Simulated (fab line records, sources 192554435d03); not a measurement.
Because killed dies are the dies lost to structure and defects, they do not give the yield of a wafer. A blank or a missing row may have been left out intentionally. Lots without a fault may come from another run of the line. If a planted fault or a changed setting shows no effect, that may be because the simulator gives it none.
Matching of chambers -- flow n5-finfet -- N5_BEOL_M13_DESCUM_15 on rie-diel-02: 4 sister chambers
The step chemistry O2, time 7.9 s. 8 wafers are shown with their chamber, then 11 later ones without.

== WAFERS WITH THEIR CHAMBER ==
wafer,chamber,showerhead-plenum-p-Torr (Torr),drypump-motor-current-A (A)
L086.4,2,2.04,5.9
L086.5,3,2.16,5.5
L089.4,0,2.08,5.0
L089.6,1,1.98,6.0
L091.2,0,2.08,5.1
L091.3,2,2.04,5.9
L091.5,1,1.97,6.0
L093.1,3,2.15,5.5

== WAFERS MISSING THEIR CHAMBER ==
wafer,showerhead-plenum-p-Torr (Torr),drypump-motor-current-A (A)
L093.5,2.15,5.4
L093.6,1.97,6.0
L094.2,2.08,5.0
L094.4,1.97,6.0
L094.6,2.15,5.5
L095.1,1.97,6.0
L095.3,2.08,5.0
L095.5,1.97,6.0
L097.2,2.15,5.5
L097.3,1.97,6.0
L097.4,2.08,5.0

== CHAMBER TAKEN BY EACH ==
wafer,from the rows above,in truth
L093.5,3,3
L093.6,1,1
L094.2,0,0
L094.4,1,1
L094.6,3,3
L095.1,1,1
L095.3,0,0
L095.5,1,1
L097.2,3,3
L097.3,1,1
L097.4,0,0
Correctly placed: 11 of 11. From these rows, 0 cannot be placed. Placed wrongly: 0.
How it was worked out, from the rows above alone: a wafer's distance from a chamber is the root of the sum, over the readings, of the square of ((its reading less the chamber's mean) divided by the reading's scatter). The wafer belongs to the nearest chamber; if the next one is less than 2 further off, it can't be placed. For every chamber, the mean is computed from those of its wafers that are shown. The scatter is the square root of a quotient: the sum, over the shown wafers, of each reading's squared deviation from its chamber's mean, divided by wafers minus chambers.
